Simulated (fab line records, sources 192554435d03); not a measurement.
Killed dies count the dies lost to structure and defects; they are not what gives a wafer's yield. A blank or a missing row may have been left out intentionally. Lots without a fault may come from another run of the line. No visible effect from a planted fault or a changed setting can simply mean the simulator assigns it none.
fab line records	flow n5Finfet
record: lots: 11	wafers: 33	lastDay: 18
route steps=1938 shown BEOL_M10@1531 BEOL_M11@1538 PASSIVATION@1936
lots that met no fault: taken from a fault-free run of the same line
startH: hours from the record's first day to the start of the lot's first wafer shown	waitH: hours since the lot's step before	" the same as in the row above	L1.1+2: several wafers, shown together as one row	- no value, or no start given	* or withheld: withheld	< > ~ a bound
route shown NAME@n: NAME is a module with steps in the file, n the number in the route of the first one	usual: average and standard deviation across the fault-free wafers	same: alike in all rows	chamber/n: place in a boat	sites: per-site readings	_std_site: standard deviation across them	_edge_site: the outer-site mean with the inner-site mean subtracted	radiusMm: for every site, how far away it sits from the centre of the wafer	mask NAME#n: copy n	behind: tool/chamber where the wafer was last shaped	hold: why the lot was held/for how many hours/how that ended	device: names the non-switching transistor (n, p or np)	end of line: tests run on the same wafers once the route is complete	a step without rows: its recipe alone	killed: dies lost to structure and defects at the first sort, not the wafer's yield	map: dies across one wafer; x = killed, . = not, _ = none there
set.NAME: setting as actually run; set.NAME@STEP: the setting as run at that earlier step	model.NAME: the simulator's own value behind a step, which no gauge read
steps of the route over a sample of lots; a table a step, a row a wafer
services: the hour from which a tool's chamber was out of use, counted from the record's first day as startH (under 0 if before that day), plus the number of hours and why
== steps ==
step: N5_BEOL_M10_THK_MEAS_53
recipe: thkMeasGauge: xrf	reads: Cu_of_BEOL_M10_ECD_50
usual: M10_THK: 138.8/2.8
lot.wafer	tool	chamber	startH	waitH	M10_THK[nm]
L886.3	filmMetro-02	-	218.29	-	138.7
L886.4	"	-	"	"	137.7
L886.5	"	-	"	"	135.3
L888.1	filmMetro-02	-	244.00	-	138.5
L888.4	"	-	"	"	143.4
L888.6	"	-	"	"	137.5
L889.3	filmMetro-02	-	262.88	-	140.0
L889.5	"	-	"	"	144.9
L889.6	"	-	"	"	138.9
L891.3	filmMetro-02	-	263.50	-	140.6
L891.4	"	-	"	"	137.9
L891.6	"	-	"	"	140.8
L895.2	filmMetro-01	-	267.66	-	138.0
L895.5	"	-	"	"	136.2
L895.6	"	-	"	"	136.2
L894.2	filmMetro-01	-	269.68	-	136.5
L894.3	"	-	"	"	137.5
L894.6	"	-	"	"	138.1
L896.1	filmMetro-01	-	294.73	-	139.1
L896.3	"	-	"	"	143.4
L896.4	"	-	"	"	138.6
L899.1	filmMetro-02	-	315.35	-	140.8
L899.4	"	-	"	"	139.2
L899.5	"	-	"	"	142.2
L902.1	filmMetro-01	-	334.37	-	134.6
L902.2	"	-	"	"	135.2
L902.5	"	-	"	"	135.7
L908.1	filmMetro-01	-	372.94	-	134.8
L908.3	"	-	"	"	136.8
L908.5	"	-	"	"	139.2
L909.1	filmMetro-02	-	375.86	-	141.3
L909.3	"	-	"	"	139.4
L909.5	"	-	"	"	141.1
step: N5_BEOL_M11_THK_MEAS_01
recipe: reads: SiCOH_lowk_of_BEOL_M11_ILD_DEP_00
usual: M11_ILD_THK: 266/4.2
lot.wafer	tool	chamber	startH	waitH	M11_ILD_THK[nm]
L886.3	filmMetro-01	-	219.11	0.3	265
L886.4	"	-	"	"	263
L886.5	"	-	"	"	267
L888.1	filmMetro-02	-	244.79	0.4	260
L888.4	"	-	"	"	262
L888.6	"	-	"	"	266
L889.3	filmMetro-02	-	263.67	0.3	262
L889.5	"	-	"	"	267
L889.6	"	-	"	"	268
L891.3	filmMetro-01	-	264.78	0.5	262
L891.4	"	-	"	"	271
L891.6	"	-	"	"	266
L895.2	filmMetro-01	-	268.93	0.7	264
L895.5	"	-	"	"	266
L895.6	"	-	"	"	269
L894.2	filmMetro-02	-	270.47	0.4	266
L894.3	"	-	"	"	264
L894.6	"	-	"	"	271
L896.1	filmMetro-02	-	295.52	0.4	264
L896.3	"	-	"	"	266
L896.4	"	-	"	"	267
L899.1	filmMetro-01	-	316.17	0.4	267
L899.4	"	-	"	"	268
L899.5	"	-	"	"	270
L902.1	filmMetro-01	-	335.34	0.5	261
L902.2	"	-	"	"	263
L902.5	"	-	"	"	265
L908.1	filmMetro-02	-	373.73	0.4	262
L908.3	"	-	"	"	257
L908.5	"	-	"	"	269
L909.1	filmMetro-02	-	376.65	0.4	275
L909.3	"	-	"	"	271
L909.5	"	-	"	"	270
step: N5_BEOL_M11_PECVD_70
recipe: material: SiO2	targetThkA: 200	tempC: 400	precursor: TEOS/O2	pressureTorr: 5.5	rfW: 450	teosFlowSccm: 53.8	gas: O2	flowSccm: 3000	timeS: 22.7
usual: heaterPowerOuterW: 475/78	heaterPowerW: 757/95	showerheadPlenumPTorr: 8.81/0.055	throttleValvePct: 21.4/0.67
lot.wafer	tool	chamber	startH	waitH	heaterPowerOuterW	heaterPowerW	showerheadPlenumPTorr	throttleValvePct
L886.3	pecvd-01	1	219.14	0.0	618	863	8.84	22.2
L886.4	"	0	"	"	397	645	8.89	21.6
L886.5	"	1	"	"	607	882	8.83	22.0
L888.1	pecvd-04	2	244.83	0.0	487	792	8.74	20.4
L888.4	"	2	"	"	468	774	8.74	20.4
L888.6	"	0	"	"	614	914	8.75	21.2
L889.3	pecvd-04	0	263.72	0.0	593	920	8.76	21.5
L889.5	"	0	"	"	600	916	8.78	21.2
L889.6	"	2	"	"	459	746	8.74	20.2
L891.3	pecvd-04	2	264.82	0.0	493	820	8.74	20.1
L891.4	"	0	"	"	595	902	8.75	21.3
L891.6	"	1	"	"	423	611	8.81	22.0
L895.2	pecvd-01	2	268.96	0.0	428	718	8.90	19.9
L895.5	"	0	"	"	524	800	8.86	21.7
L895.6	"	1	"	"	510	781	8.79	21.9
L894.2	pecvd-04	1	270.50	0.0	433	653	8.78	21.8
L894.3	"	0	"	"	595	914	8.76	21.5
L894.6	"	2	"	"	455	752	8.76	20.2
L896.1	pecvd-04	0	295.56	0.0	601	935	8.76	21.3
L896.3	"	2	"	"	419	698	8.76	20.7
L896.4	"	2	"	"	416	699	8.75	20.5
L899.1	pecvd-01	1	316.21	0.0	537	787	8.82	22.0
L899.4	"	1	"	"	522	787	8.80	22.0
L899.5	"	2	"	"	424	707	8.93	20.1
L902.1	pecvd-01	0	335.38	0.0	421	691	8.85	21.7
L902.2	"	2	"	"	445	739	8.92	20.5
L902.5	"	0	"	"	427	704	8.86	21.7
L908.1	pecvd-02	0	373.77	0.0	387	704	8.78	22.0
L908.3	"	2	"	"	493	826	8.79	22.2
L908.5	"	2	"	"	503	810	8.81	21.9
L909.1	pecvd-04	1	376.69	0.0	429	668	8.79	21.9
L909.3	"	2	"	"	414	697	8.76	20.5
L909.5	"	0	"	"	531	828	8.76	21.3
step: N5_BEOL_M11_CD_MEAS_11
recipe: targetCdNm: 64.1	landingEnergyEv: 500	detector: seInlens	polarity: opening
usual: cdNm: 64.1/0.79
lot.wafer	tool	chamber	startH	waitH	cdNm
L886.3	cdSem-02	0	222.02	-	64.8
L886.4	"	0	"	"	64.7
L886.5	"	0	"	"	64.3
L888.1	cdSem-02	0	245.92	-	64.7
L888.4	"	0	"	"	65.5
L888.6	"	0	"	"	64.5
L889.3	cdSem-01	0	265.90	-	63.6
L889.5	"	0	"	"	63.8
L889.6	"	0	"	"	64.2
L891.3	cdSem-02	0	266.22	-	63.8
L891.4	"	0	"	"	63.7
L891.6	"	0	"	"	63.5
L895.2	cdSem-02	0	271.50	-	65.3
L895.5	"	0	"	"	64.2
L895.6	"	0	"	"	65.2
L894.2	cdSem-02	0	271.76	-	64.7
L894.3	"	0	"	"	64.8
L894.6	"	0	"	"	64.6
L896.1	cdSem-02	0	298.50	-	63.6
L896.3	"	0	"	"	64.6
L896.4	"	0	"	"	64.5
L899.1	cdSem-01	0	318.17	-	65.2
L899.4	"	0	"	"	64.7
L899.5	"	0	"	"	64.3
L902.1	cdSem-02	0	336.70	-	64.8
L902.2	"	0	"	"	64.7
L902.5	"	0	"	"	63.7
L908.1	cdSem-03	0	374.96	-	63.3
L908.3	"	0	"	"	64.5
L908.5	"	0	"	"	63.5
L909.1	cdSem-02	0	379.04	-	62.1
L909.3	"	0	"	"	63.6
L909.5	"	0	"	"	63.1
step: N5_BEOL_M11_INSPECT_13
recipe: mode: adi	inspectInstrument: brightfield
usual: rawDefectCount: 400/100
lot.wafer	tool	chamber	startH	waitH	rawDefectCount
L886.3	defectInspect-02	-	222.08	0.0	331
L886.4	"	-	"	"	298
L886.5	"	-	"	"	241
L888.1	defectInspect-02	-	245.97	0.0	371
L888.4	"	-	"	"	394
L888.6	"	-	"	"	282
L889.3	defectInspect-01	-	265.95	0.0	486
L889.5	"	-	"	"	382
L889.6	"	-	"	"	413
L891.3	defectInspect-01	-	266.27	0.0	480
L891.4	"	-	"	"	441
L891.6	"	-	"	"	425
L895.2	defectInspect-01	-	271.56	0.0	383
L895.5	"	-	"	"	455
L895.6	"	-	"	"	428
L894.2	defectInspect-02	-	271.81	0.0	417
L894.3	"	-	"	"	441
L894.6	"	-	"	"	388
L896.1	defectInspect-02	-	298.55	0.0	335
L896.3	"	-	"	"	397
L896.4	"	-	"	"	455
L899.1	defectInspect-02	-	318.22	0.0	276
L899.4	"	-	"	"	287
L899.5	"	-	"	"	289
L902.1	defectInspect-02	-	336.76	0.0	522
L902.2	"	-	"	"	880
L902.5	"	-	"	"	540
L908.1	defectInspect-02	-	375.01	0.0	365
L908.3	"	-	"	"	339
L908.5	"	-	"	"	403
L909.1	defectInspect-01	-	379.09	0.0	633
L909.3	"	-	"	"	483
L909.5	"	-	"	"	456
step: N5_BEOL_M11_INSPECT_30
recipe: mode: adi	inspectInstrument: brightfield
usual: rawDefectCount: 410/100
lot.wafer	tool	chamber	startH	waitH	rawDefectCount
L886.3	defectInspect-01	-	225.04	0.0	344
L886.4	"	-	"	"	330
L886.5	"	-	"	"	263
L888.1	defectInspect-01	-	246.81	0.0	383
L888.4	"	-	"	"	420
L888.6	"	-	"	"	302
L891.3	defectInspect-02	-	270.18	0.0	425
L891.4	"	-	"	"	407
L891.6	"	-	"	"	394
L889.3	defectInspect-01	-	270.35	0.0	513
L889.5	"	-	"	"	376
L889.6	"	-	"	"	457
L895.2	defectInspect-01	-	272.71	0.0	407
L895.5	"	-	"	"	440
L895.6	"	-	"	"	449
L894.2	defectInspect-02	-	272.88	0.0	438
L894.3	"	-	"	"	416
L894.6	"	-	"	"	421
L896.1	defectInspect-02	-	299.46	0.0	346
L896.3	"	-	"	"	405
L896.4	"	-	"	"	463
L899.1	defectInspect-02	-	322.61	0.0	296
L899.4	"	-	"	"	297
L899.5	"	-	"	"	271
L902.1	defectInspect-01	-	341.47	0.0	577
L902.2	"	-	"	"	913
L902.5	"	-	"	"	580
L908.1	defectInspect-01	-	377.90	0.0	370
L908.3	"	-	"	"	338
L908.5	"	-	"	"	431
L909.1	defectInspect-02	-	380.28	0.0	602
L909.3	"	-	"	"	449
L909.5	"	-	"	"	407
step: N5_PASSIVATION_PROBE_49
usual: defectLimitedYield: 90.9/1.4	killed_at_M0_to_M3: 37/12	killed_at_M4_up: 14/5.3	killedAtContacts: 12/6.2	killedAtFrontEnd: 41/11	killedAtOther: 3.7/2.9	killedDies: 107/17	killedOpen: 71/12	killedShort: 34/7.9	sort_bin_5_function: 5.3/0.95	sort_bin_6_memory: 3.4/0.7	sort_bin_8_speed: 0.00/0.0099	sortNPass: 1073/17	sortYieldPct: 90.9/1.5
same: grossDies: 1180	killedAtBackSide: 0	sort_bin_4_leakage[%]: 0
lot.wafer	tool	chamber	startH	waitH	defectLimitedYield[%]	killed_at_M0_to_M3	killed_at_M4_up	killedAtContacts	killedAtFrontEnd	killedAtOther	killedDies	killedOpen	killedShort	sort_bin_5_function[%]	sort_bin_6_memory[%]	sort_bin_8_speed[%]	sortNPass	sortYieldPct[%]
L902.1	prober-02	-	389.00	0.0	92.2	36	6	7	40	3	92	64	22	4.4	2.9	0	1088	92.2
L902.2	prober-02	-	389.05	0.1	82.5	41	115	15	34	2	207	73	30	11.2	4.8	0	973	82.5
L902.5	prober-02	-	389.20	0.2	87.8	46	20	31	35	12	144	103	36	6.7	5.1	0	1036	87.8
killed by level:class
L902.1 BEOL_M2:geometricParticle:open=10 STI_FIN_REVEAL:geometricParticle:open=8 BEOL_M3:geometricParticle:open=8 FIN_SAQP:geometricParticle:open=7 MOL_CONTACT_COAG:geometricParticle:open=7 BEOL_M1:geometricParticle:open=6 BEOL_M0_SAQP:geometricParticle:short=4 HKMG_FIN:areaEtch=4
L902.2 BEOL_M11:unspecified=101 STI_FIN_REVEAL:geometricParticle:open=16 MOL_CONTACT_COAG:geometricParticle:open=13 BEOL_M0_SAQP:geometricParticle:short=8 BEOL_M2:geometricParticle:open=8 BEOL_M0_SAQP:geometricParticle:open=7 BEOL_M5:geometricParticle:open=6 BEOL_M0:geometricParticle:open=5
L902.5 MOL_CONTACT_COAG:geometricParticle:open=26 BEOL_M1:geometricParticle:open=15 STI_FIN_REVEAL:geometricParticle:open=10 BEOL_M0_SAQP:geometricParticle:short=8 BEOL_M2:geometricParticle:open=7 BEOL_M4:geometricParticle:open=7 MOL_CONTACT_COAG:geometricParticle:short=5 BEOL_M3:geometricParticle:open=5
== services ==
tool	chamber	startH	hours	kind
pecvd-02	1	197.56	2.1	scheduledDown
pecvd-04	2	202.38	-	clean
pecvd-04	2	202.38	-	consumableReplace:showerhead
pecvd-04	2	202.38	29.0	scheduledDown
pecvd-04	2	202.38	29.0	ventCycle
pecvd-01	0	239.72	2.1	scheduledDown
pecvd-01	-	262.81	2.8	pm
pecvd-02	-	265.94	6.0	pm
pecvd-02	-	289.68	2.4	repair
pecvd-04	1	297.75	48.4	repair
pecvd-04	0	304.09	2.1	scheduledDown
pecvd-04	2	333.04	2.6	repair
pecvd-01	2	343.07	5.0	scheduledDown
pecvd-01	0	348.07	5.5	scheduledDown
pecvd-01	1	367.52	2.1	scheduledDown
== key ==
firstSign: step: N5_BEOL_M11_INSPECT_13	reading: rawDefectCount	direction: up	sigmas: 4.8	usual: 400	struck: 880
effect: step: N5_BEOL_M11_INSPECT_30	reading: rawDefectCount	direction: up	sigmas: 4.9	usual: 410	struck: 913
effect: step: N5_PASSIVATION_PROBE_49	reading: killed_at_M4_up	direction: up	sigmas: 19	usual: 14	struck: 115
moreKillsBornAt: N5_BEOL_M11_PECVD_70@pecvd-01: 101
metAt N5_BEOL_M11_PECVD_70
struckLots L902
struckWafers L902.2
notActingAt N5_BEOL_M10_THK_MEAS_53,N5_BEOL_M11_THK_MEAS_01,N5_BEOL_M11_CD_MEAS_11
onsetBetween 316.21 335.38
fault: kind: chamberParticleSource	tool: pecvd-01	chamber: 2	onsetH: 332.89	steps: N5_BEOL_M11_PECVD_70	ratePerVisitCm2: 0.53966	endH: 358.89
